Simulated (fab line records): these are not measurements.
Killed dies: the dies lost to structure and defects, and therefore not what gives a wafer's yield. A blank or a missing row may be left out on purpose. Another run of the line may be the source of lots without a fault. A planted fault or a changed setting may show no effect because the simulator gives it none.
fab line records	flow n5Finfet
record: lots: 24	wafers: 72	lastDay: 19
route steps=1938 shown MOL_CONTACT_COAG@624 BEOL_M0_SAQP@653
lots that met no fault: taken from a fault-free run of the same line
startH: hours from the record's first day to the start of the lot's first wafer shown	waitH: how many hours have passed since the lot's step before this one	" same as the row above	L1.1+2: a single row standing in for several wafers	- no value present, or no start provided	* or withheld: withheld	< > ~ a bound
route shown NAME@n: names a module that has steps shown in the file, with the first one's number in the route	usual: the fault-free wafers' mean and standard deviation	same: alike in all rows	chamber/n: place in a boat	sites: the reading at each site	_std_site: their standard deviation	_edge_site: mean of outer sites minus mean of inner sites	radiusMm: how far each site lies from the wafer's centre	mask NAME#n: copy n	behind: the tool/chamber that last shaped the wafer	hold: the reason the lot was held/the length of the hold in hours/how it ended	device: the n, p or np transistor that did not switch	end of line: tests of these same wafers at the route's end	a step given without rows: its recipe and nothing more	killed: not the wafer's yield, but the dies lost to structure and defects at the first sort	map: the dies of a wafer, with x for killed, . for not killed, _ for no die there
set.NAME: the run value of the setting; set.NAME@STEP: its run value at that earlier step	model.NAME: the simulator's own value behind a step, which no gauge read
one table for each step of the route and one row for each wafer, over a sample of lots
services: the hour from which a tool's chamber was out of use, counted from the record's first day as startH (under 0 if before that day), plus the number of hours and why
== steps ==
step: N5_MOL_CONTACT_COAG_CVD_140
recipe: material: W	targetThkA: 665	mode: selectiveFill	tempC: 300	timeS: 215
usual: heaterPowerW: 474/73
lot.wafer	tool	chamber	startH	waitH	heaterPowerW
L074.1	cvdW-02	1	105.51	0.1	400
L074.4	"	0	"	"	438
L074.6	"	1	"	"	398
L075.2	cvdW-01	0	111.68	0.1	490
L075.4	"	1	"	"	598
L075.6	"	1	"	"	585
L076.3	cvdW-02	0	111.84	0.1	432
L076.4	"	1	"	"	387
L076.6	"	1	"	"	401
L078.1	cvdW-02	1	124.61	0.1	390
L078.3	"	1	"	"	401
L078.5	"	1	"	"	403
L077.4	cvdW-01	0	125.83	0.1	494
L077.5	"	1	"	"	588
L077.6	"	0	"	"	500
L079.2	cvdW-02	1	135.17	0.1	395
L079.5	"	1	"	"	400
L079.6	"	0	"	"	441
L080.1	cvdW-01	1	135.96	0.1	589
L080.2	"	0	"	"	477
L080.4	"	0	"	"	494
L081.3	cvdW-02	0	145.44	0.1	438
L081.5	"	0	"	"	445
L081.6	"	1	"	"	386
L082.1	cvdW-01	0	148.64	0.1	487
L082.3	"	1	"	"	591
L082.4	"	0	"	"	488
L083.1	cvdW-02	0	155.59	0.1	441
L083.4	"	0	"	"	435
L083.6	"	1	"	"	391
L084.1	cvdW-01	0	164.71	0.1	479
L084.3	"	1	"	"	585
L084.4	"	0	"	"	488
L085.2	cvdW-01	1	169.10	0.1	602
L085.4	"	1	"	"	591
L085.5	"	0	"	"	496
L086.1	cvdW-01	0	177.05	0.1	493
L086.2	"	1	"	"	599
L086.3	"	0	"	"	488
L087.2	cvdW-02	1	180.01	0.1	396
L087.4	"	1	"	"	397
L087.6	"	1	"	"	401
L088.1	cvdW-01	1	190.17	0.1	601
L088.3	"	1	"	"	588
L088.4	"	0	"	"	488
L089.1	cvdW-02	1	198.60	0.1	397
L089.3	"	1	"	"	407
L089.6	"	0	"	"	432
L091.1	cvdW-02	0	204.71	0.1	439
L091.3	"	0	"	"	435
L091.4	"	1	"	"	391
L090.1	cvdW-02	1	214.14	0.1	394
L090.2	"	0	"	"	439
L090.4	"	1	"	"	391
L092.2	cvdW-02	1	216.93	0.1	396
L092.3	"	1	"	"	401
L092.5	"	1	"	"	408
L093.1	cvdW-01	1	217.11	0.1	580
L093.2	"	0	"	"	480
L093.6	"	1	"	"	593
L094.2	cvdW-01	1	226.87	0.1	567
L094.5	"	1	"	"	605
L094.6	"	0	"	"	504
L095.1	cvdW-02	0	230.13	0.1	425
L095.2	"	1	"	"	393
L095.3	"	1	"	"	400
L096.1	cvdW-01	0	239.21	0.1	491
L096.2	"	1	"	"	595
L096.6	"	1	"	"	587
L097.1	cvdW-02	0	240.55	0.1	437
L097.3	"	0	"	"	455
L097.5	"	0	"	"	444
step: N5_MOL_CONTACT_COAG_INSPECT_97
recipe: inspectInstrument: darkfield	mode: postAnneal
usual: rawDefectCount: 38/17
lot.wafer	tool	chamber	startH	waitH	rawDefectCount
L074.1	defectInspect-02	-	118.99	0.0	27
L074.4	"	-	"	"	29
L074.6	"	-	"	"	33
L075.2	defectInspect-02	-	119.31	0.3	46
L075.4	"	-	"	"	51
L075.6	"	-	"	"	23
L076.3	defectInspect-02	-	119.63	0.7	27
L076.4	"	-	"	"	30
L076.6	"	-	"	"	46
L078.1	defectInspect-01	-	128.29	0.0	16
L078.3	"	-	"	"	16
L078.5	"	-	"	"	20
L077.4	defectInspect-01	-	131.35	0.1	27
L077.5	"	-	"	"	24
L077.6	"	-	"	"	30
L079.2	defectInspect-02	-	138.86	0.0	23
L079.5	"	-	"	"	57
L079.6	"	-	"	"	53
L080.1	defectInspect-01	-	141.85	0.0	30
L080.2	"	-	"	"	51
L080.4	"	-	"	"	30
L081.3	defectInspect-02	-	149.07	0.1	35
L081.5	"	-	"	"	33
L081.6	"	-	"	"	26
L082.1	defectInspect-01	-	152.31	0.0	18
L082.3	"	-	"	"	30
L082.4	"	-	"	"	17
L083.1	defectInspect-02	-	159.25	0.0	20
L083.4	"	-	"	"	22
L083.6	"	-	"	"	48
L084.1	defectInspect-02	-	168.89	0.0	47
L084.3	"	-	"	"	26
L084.4	"	-	"	"	28
L085.2	defectInspect-01	-	173.19	0.0	64
L085.4	"	-	"	"	43
L085.5	"	-	"	"	49
L086.1	defectInspect-02	-	180.72	0.0	24
L086.2	"	-	"	"	47
L086.3	"	-	"	"	28
L087.2	defectInspect-02	-	183.74	0.0	56
L087.4	"	-	"	"	32
L087.6	"	-	"	"	37
L088.1	defectInspect-02	-	194.06	0.0	21
L088.3	"	-	"	"	29
L088.4	"	-	"	"	33
L089.1	defectInspect-01	-	202.27	0.0	18
L089.3	"	-	"	"	37
L089.6	"	-	"	"	30
L091.1	defectInspect-01	-	208.39	0.0	19
L091.3	"	-	"	"	42
L091.4	"	-	"	"	48
L090.1	defectInspect-01	-	217.80	0.0	74
L090.2	"	-	"	"	61
L090.4	"	-	"	"	87
L093.1	defectInspect-02	-	220.80	0.0	22
L093.2	"	-	"	"	29
L093.6	"	-	"	"	35
L092.2	defectInspect-01	-	220.82	0.0	41
L092.3	"	-	"	"	30
L092.5	"	-	"	"	21
L094.2	defectInspect-02	-	230.57	0.1	41
L094.5	"	-	"	"	31
L094.6	"	-	"	"	40
L095.1	defectInspect-02	-	233.83	0.0	62
L095.2	"	-	"	"	75
L095.3	"	-	"	"	83
L096.1	defectInspect-01	-	242.87	0.0	37
L096.2	"	-	"	"	39
L096.6	"	-	"	"	54
L097.1	defectInspect-02	-	245.87	0.0	68
L097.3	"	-	"	"	67
L097.5	"	-	"	"	51
step: N5_BEOL_M0_SAQP_ETCH_83
recipe: chemistry: CF4	target: SiARC	targetDepthA: 390	maskMaterial: CAR-ArF	timeS: 65	ionEnergyEv: 80	pressureMtorr: 40	sourceW: 545	biasW: 36	Ar_flow_sccm: 100	cf4FlowSccm: 100	ends: cleared
usual: chamberPressureMTorr: 40.00/0.033	drypumpMotorCurrentA: 6.0/0.43	etchRfOnTimeS: 66.1/1.1	oesProductAu: 0.64/0.062	rfVppV: 183.7/1.3	showerheadPlenumPTorr: 2.11/0.088	throttleValvePct: 15.68/0.28
lot.wafer	tool	chamber	startH	waitH	chamberPressureMTorr	drypumpMotorCurrentA	etchRfOnTimeS	oesProductAu	rfHoursCounterH	rfVppV	showerheadPlenumPTorr	throttleValvePct
L074.1	rieDiel-02	1	122.69	0.0	40.03	5.5	67.7	0.65	133	185.5	2.23	15.55
L074.4	"	3	"	"	39.93	6.2	65.0	0.62	147	184.3	2.06	15.98
L074.6	"	1	"	"	40.01	5.5	67.3	0.65	-	184.6	2.23	15.53
L075.2	rieDiel-01	1	122.97	0.0	39.94	5.5	64.9	0.61	191	185.1	2.13	16.14
L075.4	"	0	"	"	39.97	5.9	64.1	0.64	177	183.7	2.14	15.99
L075.6	"	3	"	"	40.02	6.3	65.2	0.61	-	184.4	2.13	15.68
L076.3	rieDiel-06	2	123.15	0.0	39.98	5.6	68.8	0.62	145	184.1	2.23	15.69
L076.4	"	3	"	"	40.00	6.7	65.3	0.61	205	181.6	2.02	15.75
L076.6	"	1	"	"	39.99	6.0	66.3	0.69	-	182.4	1.99	15.39
L078.1	rieDiel-02	1	130.43	0.0	39.98	5.5	67.8	0.64	136	184.7	2.23	15.52
L078.3	"	3	"	"	40.07	6.2	65.1	0.63	149	180.9	2.06	16.00
L078.5	"	0	"	"	40.00	6.8	66.0	0.60	-	182.5	2.02	15.49
L077.4	rieDiel-06	0	132.92	0.0	39.99	6.0	65.9	0.59	234	183.4	2.11	15.67
L077.5	"	2	"	"	40.05	5.6	68.4	0.62	-	185.5	2.23	15.70
L077.6	"	1	"	"	40.00	6.0	65.7	0.69	-	182.8	1.99	15.39
L079.2	rieDiel-06	3	140.62	0.0	40.03	6.6	66.5	0.61	211	184.1	2.02	15.78
L079.5	"	2	"	"	39.95	5.6	67.8	0.63	-	185.2	2.23	15.70
L079.6	"	1	"	"	40.02	6.0	66.1	0.69	-	183.1	1.98	15.38
L080.1	rieDiel-06	0	144.00	0.0	39.95	6.0	65.6	0.59	237	183.4	2.11	15.71
L080.2	"	2	"	"	39.94	5.6	68.1	0.62	153	185.3	2.23	15.70
L080.4	"	1	"	"	39.99	6.0	66.3	0.68	102	183.2	1.98	15.38
L081.3	rieDiel-01	2	150.95	0.0	39.99	5.4	64.8	0.68	94	185.4	2.16	15.56
L081.5	"	2	"	"	40.02	5.4	64.6	0.67	-	183.6	2.16	15.55
L081.6	"	1	"	"	40.01	5.5	66.0	0.60	-	183.8	2.12	16.15
L082.1	rieDiel-06	0	155.94	0.0	39.97	6.0	66.3	0.59	241	182.2	2.11	15.68
L082.3	"	1	"	"	40.00	6.0	66.1	0.68	106	181.6	1.98	15.41
L082.4	"	2	"	"	39.99	5.6	68.6	0.62	156	185.8	2.23	15.70
L083.1	rieDiel-01	0	163.51	0.0	39.98	5.9	65.6	0.63	188	183.4	2.14	15.99
L083.4	"	1	"	"	39.97	5.5	67.2	0.59	203	184.9	2.12	16.17
L083.6	"	1	"	"	40.01	5.5	66.6	0.60	-	184.2	2.12	16.15
L084.1	rieDiel-06	0	170.78	0.0	39.99	6.0	66.4	0.59	246	182.4	2.11	15.69
L084.3	"	1	"	"	39.99	6.0	66.1	0.68	110	182.1	1.98	15.41
L084.4	"	2	"	"	39.96	5.6	68.1	0.63	160	183.7	2.23	15.71
L085.2	rieDiel-01	1	175.42	0.0	40.04	5.5	66.0	0.60	208	183.4	2.12	16.17
L085.4	"	3	"	"	40.02	6.3	65.3	0.59	220	183.1	2.12	15.71
L085.5	"	1	"	"	40.04	5.5	66.1	0.60	-	184.8	2.12	16.16
L086.1	rieDiel-01	1	184.26	0.0	39.98	5.6	66.3	0.59	211	183.4	2.12	16.17
L086.2	"	0	"	"	39.97	5.9	64.7	0.63	196	184.8	2.13	16.03
L086.3	"	2	"	"	40.02	5.4	64.8	0.66	105	184.5	2.16	15.57
L087.2	rieDiel-02	1	185.71	0.0	40.02	5.5	67.1	0.63	156	186.0	2.22	15.58
L087.4	"	0	"	"	40.05	6.7	64.3	0.81	8	185.6	2.27	15.05
L087.6	"	0	"	"	39.99	6.8	65.2	0.80	-	185.4	2.27	15.05
L088.1	rieDiel-06	1	197.05	0.0	39.99	6.0	65.7	0.67	117	182.0	1.98	15.44
L088.3	"	2	"	"	40.02	5.6	67.8	0.61	168	185.0	2.23	15.73
L088.4	"	2	"	"	40.05	5.6	68.1	0.61	-	185.7	2.23	15.73
L089.1	rieDiel-02	2	205.41	0.0	40.00	6.6	65.7	0.66	127	181.9	1.99	15.62
L089.3	"	1	"	"	39.97	5.6	67.3	0.63	162	185.8	2.22	15.58
L089.6	"	1	"	"	39.97	5.5	67.4	0.63	-	185.7	2.22	15.60
L091.1	rieDiel-06	3	209.97	0.0	40.00	6.6	66.4	0.59	234	181.9	2.01	15.83
L091.3	"	0	"	"	40.00	6.0	64.6	0.86	0	185.2	2.11	15.20
L091.4	"	1	"	"	40.00	6.0	65.9	0.66	123	182.3	1.98	15.44
L090.1	rieDiel-06	3	220.34	0.0	39.96	6.7	67.4	0.59	235	182.7	2.01	15.81
L090.2	"	2	"	"	40.02	5.6	68.2	0.61	175	184.7	2.22	15.73
L090.4	"	1	"	"	40.04	6.0	65.9	0.66	124	182.0	1.98	15.43
L092.2	rieDiel-06	0	224.11	0.0	40.04	6.0	64.2	0.84	3	182.5	2.11	15.20
L092.3	"	2	"	"	40.02	5.6	67.9	0.61	176	185.9	2.22	15.75
L092.5	"	1	"	"	39.99	6.0	65.7	0.67	-	182.5	1.98	15.44
L093.1	rieDiel-02	2	224.29	0.0	40.06	6.7	65.8	0.66	133	180.7	1.99	15.63
L093.2	"	3	"	"	40.00	6.2	66.6	0.60	181	183.3	2.05	16.05
L093.6	"	1	"	"	40.02	5.5	67.1	0.63	-	185.0	2.22	15.60
L094.2	rieDiel-01	2	233.11	0.0	39.97	5.4	64.8	0.65	119	184.5	2.16	15.61
L094.5	"	1	"	"	40.00	5.5	65.6	0.59	-	184.4	2.12	16.20
L094.6	"	0	"	"	40.03	5.9	65.2	0.62	-	181.6	2.13	16.04
L095.1	rieDiel-01	2	237.50	0.0	40.02	5.4	65.2	0.64	121	184.3	2.15	15.60
L095.2	"	0	"	"	40.01	5.9	65.3	0.61	211	183.2	2.13	16.06
L095.3	"	3	"	"	40.05	6.3	66.3	0.58	239	183.1	2.11	15.74
L096.1	rieDiel-01	1	245.16	0.0	40.02	5.6	64.9	0.60	229	184.0	2.11	16.20
L096.2	"	2	"	"	39.98	5.4	65.5	0.64	123	183.8	2.15	15.60
L096.6	"	0	"	"	39.96	5.9	65.7	0.61	-	184.4	2.13	16.05
L097.1	rieDiel-06	0	247.56	0.0	40.04	6.0	64.5	0.82	9	185.5	2.11	15.22
L097.3	"	3	"	"	39.99	6.7	67.1	0.59	243	183.0	2.01	15.84
L097.5	"	0	"	"	39.96	6.0	64.4	0.81	-	183.9	2.11	15.23
step: N5_BEOL_M0_SAQP_ETCH_102
recipe: chemistry: CF4	target: SiO2	targetDepthA: 40	ionEnergyEv: 350	timeS: 4.4	pressureMtorr: 10	icpW: 800	biasW: 400	cf4FlowSccm: 80
usual: chamberPressureMTorr: 10.000/0.012	drypumpMotorCurrentA: 5.5/0.49	oesProductAu: 0.993/0.016	throttleValvePct: 21.82/0.29
lot.wafer	tool	chamber	startH	waitH	chamberPressureMTorr	drypumpMotorCurrentA	oesProductAu	rfHoursCounterH	throttleValvePct
L074.1	rieSi-04	3	124.74	0.1	9.988	5.4	1.000	53	21.55
L074.4	"	1	"	"	10.009	5.7	0.993	43	22.27
L074.6	"	1	"	"	10.006	5.7	0.983	-	22.27
L075.2	rieSi-01	3	124.77	0.1	10.012	4.7	0.971	15	22.09
L075.4	"	1	"	"	10.006	6.5	1.022	-	22.00
L075.6	"	0	"	"	9.999	5.1	0.999	-	21.58
L076.3	rieSi-02	1	125.37	0.1	9.989	4.9	1.013	1	21.60
L076.4	"	0	"	"	9.999	5.9	0.981	134	22.01
L076.6	"	2	"	"	9.989	5.5	0.987	-	21.41
L078.1	rieSi-01	1	132.41	0.1	9.998	6.5	1.004	139	22.01
L078.3	"	3	"	"	9.998	4.7	0.979	16	22.07
L078.5	"	0	"	"	9.997	5.1	0.996	-	21.58
L077.4	rieSi-01	2	134.68	0.1	10.005	5.4	0.994	0	21.69
L077.5	"	3	"	"	10.001	4.7	0.976	-	22.09
L077.6	"	2	"	"	9.993	5.5	0.996	-	21.69
L079.2	rieSi-02	1	142.74	0.1	10.007	4.9	1.031	1	21.61
L079.5	"	3	"	"	10.003	4.8	1.001	-	21.88
L079.6	"	2	"	"	10.001	5.5	1.001	-	21.45
L080.1	rieSi-04	1	145.84	0.1	10.011	5.6	0.999	43	22.26
L080.2	"	3	"	"	10.007	5.4	1.009	54	21.56
L080.4	"	0	"	"	10.003	5.9	1.014	116	22.16
L081.3	rieSi-04	1	152.95	0.1	10.004	5.7	0.983	43	22.27
L081.5	"	1	"	"	10.014	5.7	0.995	-	22.26
L081.6	"	2	"	"	9.980	5.8	0.965	-	21.46
L082.1	rieSi-02	2	157.63	0.1	10.000	5.5	0.992	9	21.43
L082.3	"	3	"	"	10.027	4.8	0.992	14	21.85
L082.4	"	3	"	"	9.995	4.8	1.000	-	21.88
L083.1	rieSi-04	1	165.24	0.1	10.009	5.7	1.007	44	22.27
L083.4	"	2	"	"	10.002	5.8	0.981	74	21.46
L083.6	"	3	"	"	9.991	5.4	1.005	-	21.55
L084.1	rieSi-04	2	173.21	0.1	10.008	5.8	0.982	74	21.47
L084.3	"	3	"	"	10.011	5.4	1.008	54	21.56
L084.4	"	1	"	"	10.011	5.7	1.001	44	22.26
L085.2	rieSi-04	3	177.17	0.1	10.005	5.4	1.012	54	21.55
L085.4	"	2	"	"	10.004	5.8	0.963	74	21.45
L085.5	"	2	"	"	10.006	5.8	0.962	-	21.46
L086.1	rieSi-04	1	186.09	0.1	10.015	5.6	0.981	44	22.27
L086.2	"	2	"	"	9.988	5.8	0.964	75	21.45
L086.3	"	3	"	"	10.014	5.4	1.005	54	21.55
L087.2	rieSi-04	1	187.69	0.1	9.992	5.7	0.989	44	22.25
L087.4	"	2	"	"	10.009	5.8	0.974	-	21.45
L087.6	"	1	"	"	10.003	5.7	0.993	-	22.25
L088.1	rieSi-01	0	198.73	0.1	10.002	5.1	1.009	9	21.59
L088.3	"	2	"	"	9.990	5.5	0.989	1	21.69
L088.4	"	3	"	"	10.002	4.7	0.968	17	22.09
L089.1	rieSi-02	2	207.18	0.1	9.999	5.5	1.000	10	21.45
L089.3	"	3	"	"	9.989	4.8	0.999	15	21.86
L089.6	"	3	"	"	10.006	4.8	1.004	-	21.87
L091.1	rieSi-02	3	211.67	0.1	10.000	4.8	0.999	15	21.89
L091.3	"	2	"	"	9.993	5.5	0.992	10	21.42
L091.4	"	0	"	"	10.008	6.0	0.983	135	22.05
L090.1	rieSi-04	1	222.41	0.1	9.999	5.7	0.992	45	22.27
L090.2	"	3	"	"	10.008	5.4	1.010	55	21.56
L090.4	"	0	"	"	10.014	5.9	1.004	117	22.17
L092.2	rieSi-01	1	225.79	0.1	10.008	6.4	1.009	141	21.99
L092.3	"	2	"	"	9.996	5.5	0.996	2	21.71
L092.5	"	0	"	"	9.996	5.1	0.993	-	21.59
L093.1	rieSi-01	2	226.53	0.1	9.988	5.5	0.997	2	21.69
L093.2	"	3	"	"	9.979	4.7	0.964	17	22.09
L093.6	"	3	"	"	10.014	4.7	0.968	-	22.09
L094.2	rieSi-01	0	234.79	0.1	10.001	5.1	0.998	9	21.58
L094.5	"	0	"	"	9.986	5.1	1.004	-	21.58
L094.6	"	3	"	"	9.998	4.7	0.965	-	22.08
L095.1	rieSi-04	2	239.90	0.1	9.999	5.8	0.980	76	21.45
L095.2	"	1	"	"	9.993	5.6	0.995	45	22.26
L095.3	"	0	"	"	10.000	5.9	1.004	117	22.17
L096.1	rieSi-01	1	247.83	0.1	10.002	6.5	1.009	142	22.00
L096.2	"	2	"	"	9.999	5.5	0.988	2	21.68
L096.6	"	2	"	"	9.985	5.5	1.001	-	21.68
L097.1	rieSi-01	2	249.23	0.1	9.999	5.5	0.996	2	21.68
L097.3	"	0	"	"	9.996	5.1	0.990	10	21.59
L097.5	"	0	"	"	10.010	5.1	0.996	-	21.59
step: N5_BEOL_M0_SAQP_MANDREL_ETCH_103
recipe: chemistry: HBr/Cl2	target: a-Si	targetDepthA: 450	btTimeS: 10	stopOn: SiCN	maskMaterial: SiO2	overEtchFrac: 0.8	timeS: 27	pressureMtorr: 10	icpW: 800	biasW: 75	HBr_flow_sccm: 150	Cl2_flow_sccm: 80	ends: endPoint
usual: chamberPressureMTorr: 10.001/0.0097	drypumpMotorCurrentA: 5.5/0.49	mfcCl2Sccm: 80.00/0.26	oesProductAu: 0.681/0.013	throttleValvePct: 35.5/0.31
lot.wafer	tool	chamber	startH	waitH	chamberPressureMTorr	drypumpMotorCurrentA	mfcCl2Sccm	oesProductAu	rfHoursCounterH	throttleValvePct
L074.1	rieSi-04	3	124.77	0.0	10.012	5.4	80.10	0.673	53	35.4
L074.4	"	1	"	"	10.001	5.7	80.15	0.679	43	36.0
L074.6	"	1	"	"	10.003	5.7	80.04	0.681	-	36.0
L075.2	rieSi-01	3	124.80	0.0	10.011	4.7	80.22	0.662	15	35.5
L075.4	"	1	"	"	9.991	6.5	80.31	0.687	-	35.4
L075.6	"	0	"	"	9.992	5.1	80.05	0.701	-	35.2
L076.3	rieSi-02	1	125.41	0.0	9.994	4.9	79.89	0.692	1	35.5
L076.4	"	0	"	"	10.012	5.9	79.92	0.680	134	35.4
L076.6	"	2	"	"	10.005	5.5	79.75	0.686	-	35.4
L078.1	rieSi-01	1	132.44	0.0	9.997	6.5	80.61	0.688	139	35.4
L078.3	"	3	"	"	10.015	4.7	79.89	0.670	16	35.5
L078.5	"	0	"	"	10.012	5.1	79.87	0.696	-	35.3
L077.4	rieSi-01	2	134.71	0.0	10.005	5.5	80.13	0.687	0	35.1
L077.5	"	3	"	"	9.996	4.7	80.25	0.658	-	35.5
L077.6	"	2	"	"	10.016	5.5	80.02	0.691	-	35.2
L079.2	rieSi-02	1	142.77	0.0	10.000	5.0	80.06	0.698	1	35.5
L079.5	"	3	"	"	9.994	4.8	79.74	0.691	-	35.5
L079.6	"	2	"	"	10.006	5.5	80.19	0.678	-	35.4
L080.1	rieSi-04	1	145.87	0.0	10.006	5.7	80.18	0.675	43	36.0
L080.2	"	3	"	"	10.005	5.4	79.94	0.670	54	35.4
L080.4	"	0	"	"	9.996	6.0	80.47	0.705	116	36.0
L081.3	rieSi-04	1	152.98	0.0	9.996	5.6	79.64	0.670	43	36.0
L081.5	"	1	"	"	10.006	5.7	80.33	0.673	-	36.0
L081.6	"	2	"	"	9.994	5.8	80.00	0.680	-	35.0
L082.1	rieSi-02	2	157.66	0.0	9.998	5.5	80.07	0.686	9	35.4
L082.3	"	3	"	"	10.025	4.8	79.96	0.672	14	35.5
L082.4	"	3	"	"	10.013	4.8	79.90	0.692	-	35.5
L083.1	rieSi-04	1	165.27	0.0	10.015	5.7	79.87	0.676	44	36.0
L083.4	"	2	"	"	9.996	5.8	80.30	0.680	74	35.0
L083.6	"	3	"	"	9.979	5.4	80.34	0.686	-	35.3
L084.1	rieSi-04	2	173.25	0.0	10.003	5.8	79.93	0.655	74	35.0
L084.3	"	3	"	"	9.998	5.4	80.00	0.676	54	35.4
L084.4	"	1	"	"	9.989	5.7	79.78	0.667	44	36.0
L085.2	rieSi-04	3	177.21	0.0	9.983	5.4	79.85	0.669	54	35.4
L085.4	"	2	"	"	9.995	5.8	80.12	0.670	75	35.0
L085.5	"	2	"	"	10.002	5.8	79.92	0.684	-	35.0
L086.1	rieSi-04	1	186.12	0.0	9.995	5.7	80.13	0.661	44	36.0
L086.2	"	2	"	"	9.993	5.8	79.84	0.662	75	35.0
L086.3	"	3	"	"	10.025	5.4	80.00	0.669	54	35.4
L087.2	rieSi-04	1	187.72	0.0	10.005	5.7	80.53	0.675	44	36.0
L087.4	"	2	"	"	10.007	5.8	80.02	0.671	-	35.0
L087.6	"	1	"	"	9.989	5.7	80.57	0.667	-	36.0
L088.1	rieSi-01	0	198.76	0.0	10.002	5.1	79.94	0.689	9	35.3
L088.3	"	2	"	"	9.983	5.5	79.98	0.680	1	35.1
L088.4	"	3	"	"	10.013	4.7	79.85	0.670	17	35.5
L089.1	rieSi-02	2	207.22	0.0	10.017	5.5	80.20	0.684	10	35.4
L089.3	"	3	"	"	9.985	4.8	79.66	0.675	15	35.5
L089.6	"	3	"	"	9.993	4.8	79.94	0.698	-	35.5
L091.1	rieSi-02	3	211.70	0.0	10.011	4.8	79.66	0.679	15	35.5
L091.3	"	2	"	"	9.993	5.5	80.71	0.667	10	35.4
L091.4	"	0	"	"	9.997	5.9	79.90	0.678	135	35.4
L090.1	rieSi-04	1	222.44	0.0	10.001	5.7	79.98	0.673	45	36.0
L090.2	"	3	"	"	9.989	5.4	80.03	0.665	55	35.4
L090.4	"	0	"	"	9.997	5.9	79.69	0.713	117	36.0
L092.2	rieSi-01	1	225.82	0.0	10.011	6.5	80.03	0.688	141	35.4
L092.3	"	2	"	"	9.988	5.5	79.98	0.695	2	35.1
L092.5	"	0	"	"	9.991	5.1	80.38	0.700	-	35.2
L093.1	rieSi-01	2	226.56	0.0	10.000	5.5	79.59	0.692	2	35.1
L093.2	"	3	"	"	9.994	4.7	79.76	0.671	17	35.5
L093.6	"	3	"	"	10.004	4.7	79.88	0.667	-	35.5
L094.2	rieSi-01	0	234.82	0.0	9.999	5.1	80.10	0.691	9	35.3
L094.5	"	0	"	"	10.004	5.1	80.11	0.692	-	35.2
L094.6	"	3	"	"	10.010	4.8	80.18	0.671	-	35.5
L095.1	rieSi-04	2	239.93	0.0	9.997	5.8	80.19	0.667	76	35.0
L095.2	"	1	"	"	10.002	5.7	80.34	0.672	45	36.0
L095.3	"	0	"	"	9.987	5.9	79.84	0.689	117	36.0
L096.1	rieSi-01	1	247.87	0.0	9.997	6.4	79.86	0.691	142	35.4
L096.2	"	2	"	"	10.002	5.5	80.24	0.685	2	35.2
L096.6	"	2	"	"	10.007	5.5	80.09	0.697	-	35.1
L097.1	rieSi-01	2	249.26	0.0	9.973	5.5	79.89	0.680	2	35.2
L097.3	"	0	"	"	10.010	5.1	80.07	0.684	10	35.3
L097.5	"	0	"	"	9.995	5.1	79.50	0.689	-	35.3
step: N5_BEOL_M0_SAQP_RECESS_104
recipe: chemistry: HF/NH3	target: SiO2	targetDepthA: 180	afsCycles: 3	tempC: 30	sublimationTempC: 180	sublimationTimeS: 60
usual: drypumpMotorCurrentA: 5.57/0.16
lot.wafer	tool	chamber	startH	waitH	drypumpMotorCurrentA
L074.1	vaporEtch-02	1	124.85	0.1	5.61
L074.4	"	0	"	"	5.31
L074.6	"	1	"	"	5.60
L075.2	vaporEtch-02	0	125.21	0.4	5.36
L075.4	"	1	"	"	5.60
L075.6	"	1	"	"	5.62
L076.3	vaporEtch-02	0	126.05	0.6	5.31
L076.4	"	1	"	"	5.60
L076.6	"	0	"	"	5.34
L078.1	vaporEtch-01	1	132.52	0.1	5.71
L078.3	"	0	"	"	5.70
L078.5	"	1	"	"	5.71
L077.4	vaporEtch-02	0	134.91	0.2	5.33
L077.5	"	1	"	"	5.58
L077.6	"	0	"	"	5.34
L079.2	vaporEtch-02	0	142.85	0.1	5.33
L079.5	"	0	"	"	5.33
L079.6	"	1	"	"	5.62
L080.1	vaporEtch-02	1	145.95	0.1	5.61
L080.2	"	0	"	"	5.37
L080.4	"	0	"	"	5.32
L081.3	vaporEtch-02	1	153.18	0.2	5.59
L081.5	"	0	"	"	5.31
L081.6	"	1	"	"	5.62
L082.1	vaporEtch-02	0	158.85	1.2	5.33
L082.3	"	1	"	"	5.56
L082.4	"	0	"	"	5.34
L083.1	vaporEtch-02	1	165.35	0.1	5.60
L083.4	"	0	"	"	5.35
L083.6	"	1	"	"	5.59
L084.1	vaporEtch-01	0	173.33	0.1	5.68
L084.3	"	0	"	"	5.70
L084.4	"	1	"	"	5.70
L085.2	vaporEtch-01	1	177.29	0.1	5.73
L085.4	"	1	"	"	5.70
L085.5	"	1	"	"	5.70
L086.1	vaporEtch-02	1	186.20	0.1	5.60
L086.2	"	0	"	"	5.34
L086.3	"	1	"	"	5.59
L087.2	vaporEtch-01	0	187.80	0.1	5.70
L087.4	"	0	"	"	5.71
L087.6	"	0	"	"	5.74
L088.1	vaporEtch-01	1	198.84	0.1	5.71
L088.3	"	0	"	"	5.72
L088.4	"	1	"	"	5.70
L089.1	vaporEtch-02	1	207.30	0.1	5.62
L089.3	"	1	"	"	5.61
L089.6	"	1	"	"	5.61
L091.1	vaporEtch-02	0	211.78	0.1	5.30
L091.3	"	1	"	"	5.59
L091.4	"	0	"	"	5.31
L090.1	vaporEtch-02	0	222.52	0.1	5.29
L090.2	"	1	"	"	5.61
L090.4	"	1	"	"	5.62
L092.2	vaporEtch-01	0	225.90	0.1	5.72
L092.3	"	1	"	"	5.70
L092.5	"	0	"	"	5.70
L093.1	vaporEtch-01	0	226.70	0.1	5.71
L093.2	"	1	"	"	5.71
L093.6	"	0	"	"	5.70
L094.2	vaporEtch-01	0	234.90	0.1	5.73
L094.5	"	1	"	"	5.73
L094.6	"	0	"	"	5.72
L095.1	vaporEtch-01	1	240.01	0.1	5.70
L095.2	"	0	"	"	5.71
L095.3	"	1	"	"	5.70
L096.1	vaporEtch-02	1	247.95	0.1	5.64
L096.2	"	0	"	"	5.32
L096.6	"	1	"	"	5.62
L097.1	vaporEtch-01	0	249.34	0.1	5.69
L097.3	"	0	"	"	5.73
L097.5	"	1	"	"	5.71
== services ==
tool	chamber	startH	hours	kind
rieDiel-02	3	91.57	11.8	repair
rieDiel-06	2	100.74	18.2	repair
rieSi-01	2	118.59	-	clean
rieSi-01	2	118.59	15.3	scheduledDown
rieSi-01	2	118.59	15.3	ventCycle
rieDiel-02	2	130.94	1.8	repair
rieSi-04	0	140.92	2.2	repair
rieSi-02	1	145.91	2.9	repair
vaporEtch-01	-	151.78	15.6	pm
rieDiel-01	-	153.03	1.0	repair
rieSi-01	-	158.11	1.1	repair
rieSi-02	-	170.04	0.6	repair
rieSi-04	0	181.46	9.9	repair
rieSi-02	-	187.54	0.3	repair
rieDiel-06	0	189.62	-	clean
rieDiel-06	0	189.62	-	consumableReplace:focusRing
rieDiel-06	0	189.62	19.5	scheduledDown
vaporEtch-02	-	190.48	0.4	repair
rieDiel-02	0	199.21	4.1	repair
rieSi-02	2	214.69	5.8	repair
cvdW-02	1	219.84	7.8	repair
rieDiel-06	-	227.86	0.3	repair
rieDiel-02	3	237.17	2.9	repair
rieSi-02	-	241.44	14.6	pm
== key ==
fault none
